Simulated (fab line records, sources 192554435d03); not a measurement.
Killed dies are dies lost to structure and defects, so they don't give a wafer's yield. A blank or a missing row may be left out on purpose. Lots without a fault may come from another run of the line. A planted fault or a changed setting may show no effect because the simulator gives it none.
fab line records | flow n5_finfet
record lots=7 wafers=21
route steps=1938 shown BEOL_M5@1123 BEOL_M7@1267
start_h: hours from the record's first day to the start of the lot's first wafer shown | wait_h: hours since the lot's step before | " the same as in the row above | L1.1+2: a row that stands for several wafers | - no value, or no start given | * or withheld: withheld | < > ~ a bound
route shown NAME@n: a module of which the file shows steps, and the number in the route of the first | usual: mean/standard deviation of fault-free wafers | same: alike in all rows | chamber/n: place in a boat | sites: the reading at each site | _std_site: their standard deviation | _edge_site: outer sites' mean less inner sites' | radius_mm: how far each site lies from the wafer's centre | mask NAME#n: copy n | behind: the tool/chamber that last shaped the wafer | hold: why the lot was held/for how many hours/how that ended | device: the transistor (n, p or np) that didn't switch | end of line: the same wafers' tests at the end of the route | a step without rows: its recipe alone | killed: dies lost to structure and defects at the first sort, not the wafer's yield | map: a wafer's dies, x killed, . not, _ none there
set.NAME: the setting as run; set.NAME@STEP: as run at that earlier step | model.NAME: the simulator's own value behind a step, which no gauge read
lots whose settings were changed on purpose; a table a step, a row a wafer
## steps
# step N5_BEOL_M5_EXPOSE_08
# recipe mask_id=M5 na=0.33 source_shape=annular sigma_inner=0.4 sigma_outer=0.8 polarization=unpolarized target_cd_nm=28 dose_mj=35.75
# columns lot.wafer tool chamber start_h wait_h mask set.dose_mj
L078.1+2+6 euv_scanner-01 0 195.23 - M5#0 34.41
L079.3+5 euv_scanner-02 0 196.26 - M5#0 37.74
L079.4 " 0 " " M5#0 35.75
L087.3+4+6 euv_scanner-02 0 252.17 - M5#0 35.75
L088.4+5+6 euv_scanner-01 0 255.65 - M5#0 35.75
L091.1+3+4 euv_scanner-01 0 283.02 - M5#0 35.75
L093.1+3 euv_scanner-01 0 287.98 - M5#0 35.75
L093.4 " 0 " " M5#0 38.11
L097.2+4+5 euv_scanner-02 0 311.01 - M5#0 35.75
# step N5_BEOL_M5_PEB_09
# recipe peb_temp_c=100 peb_time_s=60 resist=CAR-EUV
# step N5_BEOL_M5_DEVELOP_10
# recipe develop_time_s=30 developer=TMAH resist=CAR-EUV rinse_liquid=surfactant_rinse dry=air_spin dev_temp_c=23
# step N5_BEOL_M5_CD_MEAS_11
# recipe target_cd_nm=27.74 landing_energy_ev=500 detector=se_inlens
# usual cd_nm=28.14/0.26
# columns lot.wafer tool chamber start_h wait_h set.dose_mj@BEOL_M5_EXPOSE_08 cd_nm
L078.1 cd_sem-01 0 195.35 - 34.41 27.16
L078.2 " 0 " " 34.41 26.87
L078.6 " 0 " " 34.41 27.02
L079.3 cd_sem-02 0 196.38 - 37.74 29.68
L079.4 " 0 " " 35.75 28.42
L079.5 " 0 " " 37.74 29.71
L087.3 cd_sem-01 0 252.29 - 35.75 27.91
L087.4 " 0 " " 35.75 27.71
L087.6 " 0 " " 35.75 28.02
L088.4 cd_sem-03 0 255.76 - 35.75 28.43
L088.5 " 0 " " 35.75 28.07
L088.6 " 0 " " 35.75 28.34
L091.1 cd_sem-03 0 283.14 - 35.75 27.87
L091.3 " 0 " " 35.75 28.00
L091.4 " 0 " " 35.75 27.69
L093.1 cd_sem-02 0 288.11 - 35.75 28.09
L093.3 " 0 " " 35.75 27.98
L093.4 " 0 " " 38.11 29.83
L097.2 cd_sem-02 0 311.13 - 35.75 28.39
L097.4 " 0 " " 35.75 27.92
L097.5 " 0 " " 35.75 28.57
# step N5_BEOL_M5_DESCUM_16
# recipe chemistry=O2 time_s=7 source_power_w=50 bias_power_w=20 pressure_mtorr=20 rf_frequency_hz=2.712e+07 temp_c=40 resist=CAR-EUV o2_flow_sccm=225
# columns lot.wafer tool chamber start_h wait_h set.dose_mj@BEOL_M5_EXPOSE_08 model.BEOL_M5.cd_nm
L078.1 rie_diel-06 1 195.56 0.1 34.41 27.2
L078.2+6 " 0,2 " " 34.41 27.4
L079.3 rie_diel-06 1 196.93 0.5 37.74 29.4
L079.4 " 2 " " 35.75 28.2
L079.5 " 0 " " 37.74 29.6
L087.3+4+6 rie_diel-04 3,1,3 252.58 0.2 35.75 28
L088.4 rie_diel-04 0 256.13 0.3 35.75 28.2
L088.5+6 " 2,1 " " 35.75 28
L091.1+3 rie_diel-02 0,2 285.41 2.2 35.75 28
L091.4 " 3 " " 35.75 27.8
L093.1 rie_diel-06 1 288.44 0.2 35.75 28
L093.3 " 2 " " 35.75 28.2
L093.4 " 0 " " 38.11 29.6
L097.2+4 rie_diel-02 3 311.26 0.0 35.75 28.2
L097.5 " 0 " " 35.75 28.6
# step N5_BEOL_M5_ETCH_72
# recipe chemistry=N2/H2 target=underlayer target_depth_a=65 mask_material=CAR-EUV time_s=5.2 ion_energy_ev=200 pressure_mtorr=30 source_w=840 bias_w=150 n2_flow_sccm=200 h2_flow_sccm=200 ends=cleared
# step N5_BEOL_M5_ETCH_61
# recipe chemistry=CF4 target=SiARC target_depth_a=156 mask_material=CAR-EUV time_s=26 ion_energy_ev=80 pressure_mtorr=40 source_w=545 bias_w=36 Ar_flow_sccm=100 cf4_flow_sccm=100 ends=cleared
# columns lot.wafer tool chamber start_h wait_h set.dose_mj@BEOL_M5_EXPOSE_08 model.BEOL_M5.cd_nm
L078.1 rie_diel-06 1 195.61 0.0 34.41 27.2
L078.2+6 " 0,2 " " 34.41 27.4
L079.3 rie_diel-06 1 196.98 0.0 37.74 29.4
L079.4 " 2 " " 35.75 28.2
L079.5 " 0 " " 37.74 29.8
L087.3 rie_diel-04 3 252.63 0.0 35.75 27.8
L087.4+6 " 1,3 " " 35.75 28
L088.4 rie_diel-04 0 256.18 0.0 35.75 28.2
L088.5+6 " 2,1 " " 35.75 28
L091.1 rie_diel-02 0 285.46 0.0 35.75 28
L091.3+4 " 2,3 " " 35.75 27.8
L093.1 rie_diel-06 1 288.49 0.0 35.75 28
L093.3 " 2 " " 35.75 28.2
L093.4 " 0 " " 38.11 29.6
L097.2+4 rie_diel-02 3 311.31 0.0 35.75 28.2
L097.5 " 0 " " 35.75 28.6
# step N5_BEOL_M5_ETCH_62
# recipe chemistry=N2/H2 target=SOC target_depth_a=750 overetch_a=150 mask_material=SiARC temp_c=40 time_s=112.5 ion_energy_ev=200 pressure_mtorr=30 source_w=840 bias_w=150 n2_flow_sccm=200 h2_flow_sccm=200
# step N5_BEOL_M5_STRIP_63
# recipe chemistry=N2/H2 temp_c=40 n2_flow_sccm=200 h2_flow_sccm=200 rf_frequency_hz=6e+07
# step N5_BEOL_M5_STRIP_73
# recipe chemistry=N2/H2 temp_c=40 n2_flow_sccm=200 h2_flow_sccm=200 rf_frequency_hz=6e+07
# step N5_BEOL_M5_STRIP_64
# recipe chemistry=CF4 resist=SiARC power_w=300 bias_power_w=75 pressure_mtorr=50 cf4_flow_sccm=150 rf_frequency_hz=6e+07
# step N5_BEOL_M5_HM_OPEN_17
# recipe chemistry=Cl2/BCl3 target_depth_a=200 overetch_a=60 target=TiN mask_material=SOC ion_energy_ev=150 pressure_mtorr=10 icp_w=1000 bias_w=126 Cl2_flow_sccm=53.25 bcl3_flow_sccm=21.75 Ar_flow_sccm=25
# columns lot.wafer tool chamber start_h wait_h set.target_thk_a@BEOL_M5_HM_DEP_02 set.dose_mj@BEOL_M5_EXPOSE_08 model.etch.depth_nm model.BEOL_M5.cd_nm
L078.1 rie_metal-03 1 195.81 0.0 200 34.41 20.04 27
L078.2 " 0 " " 200 34.41 19.93 27.2
L078.6 " 0 " " 200 34.41 20.16 27.2
L079.3 rie_metal-01 0 197.22 0.1 200 37.74 20.07 29.2
L079.4 " 1 " " 200 35.75 20 28.2
L079.5 " 1 " " 200 37.74 19.99 29.6
L087.3 rie_metal-02 0 252.86 0.1 200 35.75 20.34 28
L087.4 " 1 " " 200 35.75 20.33 28
L087.6 " 0 " " 200 35.75 20.54 28.2
L088.4 rie_metal-02 0 256.39 0.1 218.8 35.75 21.53 28
L088.5 " 0 " " 218.8 35.75 21.72 28.2
L088.6 " 1 " " 200 35.75 19.78 28
L091.1 rie_metal-02 1 285.65 0.0 200 35.75 20.32 28.2
L091.3 " 1 " " 211.9 35.75 21.21 27.8
L091.4 " 0 " " 211.9 35.75 21.42 27.8
L093.1 rie_metal-03 1 288.68 0.0 200 35.75 20.08 28.2
L093.3 " 0 " " 215 35.75 21.59 28.2
L093.4 " 1 " " 200 38.11 20.11 29.6
L097.2 rie_metal-03 0 311.50 0.0 200 35.75 20.3 28
L097.4 " 0 " " 200 35.75 20.2 28.2
L097.5 " 1 " " 200 35.75 20.25 28.6
# step N5_BEOL_M5_STRIP_19
# recipe chemistry=O2 power_w=400 temp_c=40 pressure_mtorr=30 rf_frequency_hz=6e+07 bias_power_w=0 overash_fraction=0.2 o2_flow_sccm=225
# step N5_BEOL_M5_DESCUM_33
# recipe chemistry=O2 time_s=7 source_power_w=50 bias_power_w=20 pressure_mtorr=20 rf_frequency_hz=2.712e+07 temp_c=40 resist=CAR-EUV o2_flow_sccm=225
# step N5_BEOL_M5_ETCH_75
# recipe chemistry=N2/H2 target=underlayer target_depth_a=65 mask_material=CAR-EUV time_s=5.2 ion_energy_ev=200 pressure_mtorr=30 source_w=840 bias_w=150 n2_flow_sccm=200 h2_flow_sccm=200 ends=cleared
# step N5_BEOL_M5_ETCH_67
# recipe chemistry=CF4 target=SiARC target_depth_a=156 mask_material=CAR-EUV time_s=26 ion_energy_ev=80 pressure_mtorr=40 source_w=545 bias_w=36 Ar_flow_sccm=100 cf4_flow_sccm=100 ends=cleared
# columns lot.wafer tool chamber start_h wait_h set.dose_mj@BEOL_M5_EXPOSE_08 model.BEOL_M5.cd_nm
L078.1 rie_diel-02 2 196.86 0.0 34.41 27.4
L078.2+6 " 1,0 " " 34.41 27.6
L079.3 rie_diel-06 3 200.57 0.0 37.74 29.2
L079.4 " 1 " " 35.75 28.6
L079.5 " 0 " " 37.74 29.4
L087.3 rie_diel-06 1 254.72 0.0 35.75 28
L087.4+6 " 2 " " 35.75 28.2
L088.4 rie_diel-04 0 258.60 0.0 35.75 27.8
L088.5+6 " 2,1 " " 35.75 28.2
L091.1 rie_diel-02 1 287.18 0.0 35.75 28
L091.3 " 0 " " 35.75 27.8
L091.4 " 2 " " 35.75 27.6
L093.1 rie_diel-02 0 290.29 0.0 35.75 28.6
L093.3 " 2 " " 35.75 28.4
L093.4 " 0 " " 38.11 29.8
L097.2 rie_diel-06 1 312.30 0.0 35.75 28.2
L097.4 " 3 " " 35.75 28.4
L097.5 " 3 " " 35.75 28.6
# step N5_BEOL_M5_ETCH_68
# recipe chemistry=N2/H2 target=SOC target_depth_a=800 overetch_a=160 mask_material=SiARC temp_c=40 time_s=120 ion_energy_ev=200 pressure_mtorr=30 source_w=840 bias_w=150 n2_flow_sccm=200 h2_flow_sccm=200
# step N5_BEOL_M5_STRIP_69
# recipe chemistry=N2/H2 temp_c=40 n2_flow_sccm=200 h2_flow_sccm=200 rf_frequency_hz=6e+07
# step N5_BEOL_M5_STRIP_85
# recipe chemistry=C4F6/O2 resist=SiARC rf_frequency_hz=6e+07
# step N5_BEOL_M5_STRIP_36
# recipe chemistry=N2/H2 power_w=450 temp_c=40 pressure_mtorr=20 rf_frequency_hz=6e+07 overash_fraction=0.3 bias_power_w=7 h2_frac=0.5 n2_flow_sccm=200 h2_flow_sccm=200
# step N5_BEOL_M5_TRENCH_ETCH_37
# recipe chemistry=C4F6/O2 target_depth_a=716.52 target=SiCOH_lowk time_s=24.7 ion_energy_ev=250 pressure_mtorr=30 source_w=345 bias_w=185 Ar_flow_sccm=300 C4F6_flow_sccm=10 O2_flow_sccm=10
# columns lot.wafer tool chamber start_h wait_h set.dose_mj@BEOL_M5_EXPOSE_08 model.BEOL_M5.cd_nm
L078.1 rie_diel-02 2 - - 34.41 27
L078.2+6 " 1,0 " " 34.41 27.4
L079.3 rie_diel-06 3 - - 37.74 29.2
L079.4 " 1 " " 35.75 28.2
L079.5 " 0 " " 37.74 29.6
L087.3+6 rie_diel-06 1,2 - - 35.75 28
L087.4 " 2 " " 35.75 28.2
L088.4 rie_diel-04 0 - - 35.75 27.8
L088.5+6 " 2,1 " " 35.75 28
L091.1 rie_diel-02 1 - - 35.75 28
L091.3 " 0 " " 35.75 27.8
L091.4 " 2 " " 35.75 27.6
L093.1 rie_diel-02 0 - - 35.75 28
L093.3 " 2 " " 35.75 28.2
L093.4 " 0 " " 38.11 29.4
L097.2 rie_diel-06 1 - - 35.75 28
L097.4 " 3 " " 35.75 28.2
L097.5 " 3 " " 35.75 28.4
# step N5_BEOL_M5_ETCH_41
# recipe chemistry=CH3F/O2 target=SiCN target_depth_a=315 taper_deg=2 time_s=56.7 ion_energy_ev=120 mask_material=TiN pressure_mtorr=30 source_w=395 bias_w=75 Ar_flow_sccm=150 CH3F_flow_sccm=30 O2_flow_sccm=20
# step N5_BEOL_M5_STRIP_91
# recipe chemistry=N2/H2 time_s=10 power_w=450 temp_c=40 pressure_mtorr=20 rf_frequency_hz=6e+07 bias_power_w=7 n2_flow_sccm=200 h2_flow_sccm=200
# step N5_BEOL_M5_PRECLEAN_42
# recipe chemistry=residue_remover time_s=60 temp_c=40
# step N5_BEOL_M5_SRD_43
# recipe time_s=30 temp_c=23 rinse_liquid=diw dry=ipa_marangoni
# step N5_BEOL_M5_CD_MEAS_35
# recipe target_cd_nm=28 target_cd_y_nm=24 polarity=opening
# usual cd_nm=28.13/0.29
# columns lot.wafer tool chamber start_h wait_h set.dose_mj@BEOL_M5_EXPOSE_08 cd_nm
L078.1 cd_sem-03 - 197.38 0.0 34.41 27.18
L078.2 " - " " 34.41 27.22
L078.6 " - " " 34.41 27.46
L079.3 cd_sem-03 - 201.10 0.0 37.74 29.32
L079.4 " - " " 35.75 28.24
L079.5 " - " " 37.74 29.78
L087.3 cd_sem-01 - 255.24 0.0 35.75 27.84
L087.4 " - " " 35.75 28.00
L087.6 " - " " 35.75 27.91
L088.4 cd_sem-02 - 259.11 0.0 35.75 27.66
L088.5 " - " " 35.75 27.69
L088.6 " - " " 35.75 27.76
L091.1 cd_sem-01 - 287.71 0.0 35.75 27.94
L091.3 " - " " 35.75 27.91
L091.4 " - " " 35.75 27.48
L093.1 cd_sem-03 - 290.81 0.0 35.75 28.11
L093.3 " - " " 35.75 28.60
L093.4 " - " " 38.11 29.53
L097.2 cd_sem-02 - 312.82 0.0 35.75 27.80
L097.4 " - " " 35.75 28.47
L097.5 " - " " 35.75 28.50
# step N5_BEOL_M7_HM_DEP_02
# recipe material=TiN target_thk_a=200 temp_c=25 chamber_pressure_pa=0.49996
# columns lot.wafer tool chamber start_h wait_h set.target_thk_a model.TiN_of_BEOL_M7_HM_DEP_02.thk_nm
L078.1+2 pvd_sputter-01 - 215.51 1.4 200 20.2
L078.6 " - " " 200 20
L079.3+4+5 pvd_sputter-03 - 219.19 2.5 200 20.2
L087.3+4 pvd_sputter-01 - 275.17 0.4 200 20.2
L087.6 " - " " 200 20
L088.4+6 pvd_sputter-01 - 275.54 0.2 200 20.2
L088.5 " - " " 223.4 22.6
L091.1+4 pvd_sputter-02 - 306.84 1.5 200 20
L091.3 " - " " 200 20.2
L093.1 pvd_sputter-02 - 307.20 0.9 200 20
L093.3+4 " - " " 200 19.8
L097.2 pvd_sputter-03 - 328.45 0.4 181.9 18.4
L097.4 " - " " 200 20.2
L097.5 " - " " 200 20
## key
split step=N5_BEOL_M5_EXPOSE_08 setting=dose_mj stated=35.75 by=wafer
response step=N5_BEOL_M5_CD_MEAS_11 reading=cd_nm change=+0.254 per=1% r=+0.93
response step=N5_BEOL_M5_DESCUM_16 reading=model.BEOL_M5.cd_nm change=+0.23 per=1% r=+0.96
response step=N5_BEOL_M5_ETCH_61 reading=model.BEOL_M5.cd_nm change=+0.237 per=1% r=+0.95
response step=N5_BEOL_M5_HM_OPEN_17 reading=model.BEOL_M5.cd_nm change=+0.214 per=1% r=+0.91
response step=N5_BEOL_M5_ETCH_67 reading=model.BEOL_M5.cd_nm change=+0.167 per=1% r=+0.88
response step=N5_BEOL_M5_TRENCH_ETCH_37 reading=model.BEOL_M5.cd_nm change=+0.205 per=1% r=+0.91
response step=N5_BEOL_M5_CD_MEAS_35 reading=cd_nm change=+0.202 per=1% r=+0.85
split step=N5_BEOL_M7_HM_DEP_02 setting=target_thk_a stated=200 by=wafer
response step=N5_BEOL_M7_HM_DEP_02 reading=model.TiN_of_BEOL_M7_HM_DEP_02.thk_nm change=+0.199 per=1% r=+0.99
split outside_this_file step=N5_BEOL_M5_HM_DEP_02 setting=target_thk_a
# split outside_this_file: this setting was split too, and the file shows its column; the key of that split is in another file
